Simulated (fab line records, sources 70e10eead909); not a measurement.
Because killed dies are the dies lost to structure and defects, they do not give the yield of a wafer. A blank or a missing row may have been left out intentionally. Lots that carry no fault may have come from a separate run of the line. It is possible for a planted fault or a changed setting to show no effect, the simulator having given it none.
A lot that was struck, set against a sound lot / flow nand_harc / 39 steps out of a route of 1302
Sound: these wafers, L261.1, L261.2, L261.3. Wafers L276.2, L276.4, L276.6 were the ones struck. Last of all comes the cause.
For every step that has rows: the tool of each side, followed by ch and its chambers, followed by its first start. Under that, the readings that differ: sound wafers / struck wafers / difference of the means / sigmas: that difference in standard deviations of wafers without a fault.
alike: readings whose means differ by less than 2 such deviations, and words and numbers that are the same on both sides. not compared: withheld readings, readings that some wafer has no value for, bounds like >300 that may hide the same value, and numbers for which the record gives no deviation and whose values overlap.
A row with sigmas, a row that says differs or no value, or rows on one side alone: a step with any of these is where the two part. Non-overlapping numbers with no deviation appear without sigmas and do not part them. Lack of a reading on every wafer of one side parts them only where that side has two or more wafers.

first, 1 step without rows for these wafers: NHARC_A_CHANNEL_FILL_D1_ETCHBACK_20 (etches the open film in C4F8/O2/Ar, target depth 27 nm, time 13.5 s).
NHARC_A_CHANNEL_FILL_D1_STRIP_28: strips in O2, time 20 s.
  sound on rie_diel-09 ch 0,2,3, day 9 16:14; struck on rie_diel-08 ch 0,1,2, day 16 00:28
  alike: drypump_motor_current_A, oes_product_au, rf_vpp_V, showerhead_plenum_p_Torr, throttle_valve_pct
  not compared: rf_hours_counter_h
then, 4 steps without rows for these wafers: NHARC_A_CHANNEL_FILL_D1_PRECLEAN_21 (cleans in dHF, time 30 s); NHARC_A_CHANNEL_FILL_D1_SRD_23; NHARC_A_CHANNEL_FILL_D1_CVD_05 (deposits poly-Si, target thk 5 nm); NHARC_A_CHANNEL_FILL_D1_ANNEAL_22 (time 7200 s).
NHARC_A_CHANNEL_FILL_D1_THK_MEAS_06: measures by ellipsometry.
  sound on film_metro-02, day 10 04:09; struck on film_metro-01, day 16 12:29
  alike: thk_nm
then, 5 steps without rows for these wafers: NHARC_A_CHANNEL_FILL_D1_ALD_25 (deposits SiOx, target thk 60 nm, pulse time 10 s, ald cycles 600); NHARC_A_CHANNEL_FILL_D1_ETCHBACK_08 (etches the open film in C4F8, target depth 220 nm, time 110 s); NHARC_A_CHANNEL_FILL_D1_STRIP_29 (strips in O2, time 20 s); NHARC_A_CHANNEL_FILL_D1_PRECLEAN_30 (cleans in dHF, time 30 s); NHARC_A_CHANNEL_FILL_D1_SRD_31.
NHARC_A_CHANNEL_FILL_D1_CVD_09: deposits poly-Si, target thk 150 nm, time 3000 s.
  sound on lpcvd_poly-01 ch 0, day 10 12:25; struck on lpcvd_poly-02 ch 0, day 16 20:39
  alike: zone_power_lower_pct
then, 2 steps without rows for these wafers: NHARC_A_CHANNEL_FILL_D1_CMP_10 (polishes, target thk 150 nm); NHARC_A_CHANNEL_FILL_D1_SRD_12.
NHARC_A_DECK1_JOINT_ETCHBACK_07: etches the open film in HBr, target depth 105 nm, time 26.9 s.
  sound on rie_si-06 ch 0,2,3, day 10 16:07; struck on rie_si-06 ch 1,2, day 17 00:20
  alike: drypump_motor_current_A, oes_product_au, throttle_valve_pct
  not compared: rf_hours_counter_h
then, 8 steps without rows for these wafers: NHARC_A_DECK1_JOINT_ETCH_25 (etches SiO2 in dHF, target depth 0.5 nm); NHARC_A_DECK1_JOINT_ETCH_19 (etches poly-Si in TMAH, target depth 3 nm); NHARC_A_DECK1_JOINT_ETCH_18 (etches SiO2 in dHF, target depth 3 nm); NHARC_A_DECK1_JOINT_WET_08 (chemistry H3PO4, time 86 s); NHARC_A_DECK1_JOINT_ETCH_09 (etches SiO2 in dHF, target depth 5 nm); NHARC_A_DECK1_JOINT_WET_10 (chemistry H3PO4, time 86 s); NHARC_A_DECK1_JOINT_ETCH_11 (etches SiO2 in dHF, target depth 35 nm); NHARC_A_DECK1_JOINT_CVD_12 (deposits poly-Si, target thk 90 nm, time 1800 s).
NHARC_A_DECK1_JOINT_CMP_13: polishes, target thk 51.023 nm.
  sound on cmp-03 ch 1,2,3, day 11 02:30; struck on cmp-03 ch 0,1,2, day 17 10:41
reading=retaining_ring_pressure_frac; sound=1.014 0.997 1.004; struck=0.998 0.992 0.993; difference=-0.011; sigmas=-2
  alike: motor_current_A, time_to_endpoint_s
  not compared: pad_life_wafers
NHARC_A_DECK1_JOINT_THK_MEAS_14: measures by ellipsometry.
  sound on film_metro-02, day 11 02:44; struck on film_metro-01, day 17 10:55
  alike: thk_nm
following that, these wafers have no rows for 1 step: NHARC_A_DECK1_JOINT_SRD_04.
NHARC_A_DECK1_JOINT_ETCHBACK_00: etches the open film in HBr, target depth 30 nm, time 17.4 s.
  sound on rie_si-06 ch 1,2,3, day 11 02:52; struck on rie_si-06 ch 0,3, day 17 11:02
  alike: drypump_motor_current_A, oes_product_au, throttle_valve_pct
  not compared: rf_hours_counter_h
then, 8 steps without rows for these wafers: NHARC_A_DECK1_JOINT_PRECLEAN_30 (cleans in SC1); NHARC_A_DECK1_JOINT_SRD_31; NHARC_A_DECK1_JOINT_CVD_34 (deposits SiNx, target thk 20 nm); NHARC_A_DECK1_JOINT_DEP_06 (deposits SiOx, target thk 80 nm); NHARC_A_DECK1_JOINT_CURE_26 (time 32 s); NHARC_A_DECK1_JOINT_ANNEAL_27 (time 3600 s); NHARC_A_DECK1_JOINT_ANNEAL_28 (time 1800 s); NHARC_A_DECK1_JOINT_ANNEAL_29 (time 1800 s).
NHARC_A_DECK1_JOINT_CMP_02: polishes SiOx.
  sound on cmp-01 ch 0,2,3, day 12 03:24; struck on cmp-03 ch 0,1,2, day 18 11:37
  alike: motor_current_A, retaining_ring_pressure_frac
  not compared: pad_life_wafers
following that, these wafers have no rows for 1 step: NHARC_A_DECK1_JOINT_SRD_15.
-- record jumps: 13 days between struck wafers' starts before vs after; left off in module A_DECK1_JOINT, resumes in module END, first step shown is number 1302 of the route --
NHARC_END_SORT_01:
  sound on prober-01 ch 0, day 24 20:21; struck on prober-02 ch 0, day 31 02:49
reading=killed_at_array; sound=46 40 45; struck=147 139 137; difference=+97; sigmas=+5
reading=killed_at_other; sound=4 4 3; struck=1 0 2; difference=-3; sigmas=-2
reading=killed_dies; sound=51 44 52; struck=152 142 142; difference=+96; sigmas=+5
  alike: killed_at_periphery, killed_open, killed_short

## WHERE THEY PART
First at NHARC_A_DECK1_JOINT_CMP_13; last, within this record, at NHARC_END_SORT_01.

WHY: what the simulator had put in
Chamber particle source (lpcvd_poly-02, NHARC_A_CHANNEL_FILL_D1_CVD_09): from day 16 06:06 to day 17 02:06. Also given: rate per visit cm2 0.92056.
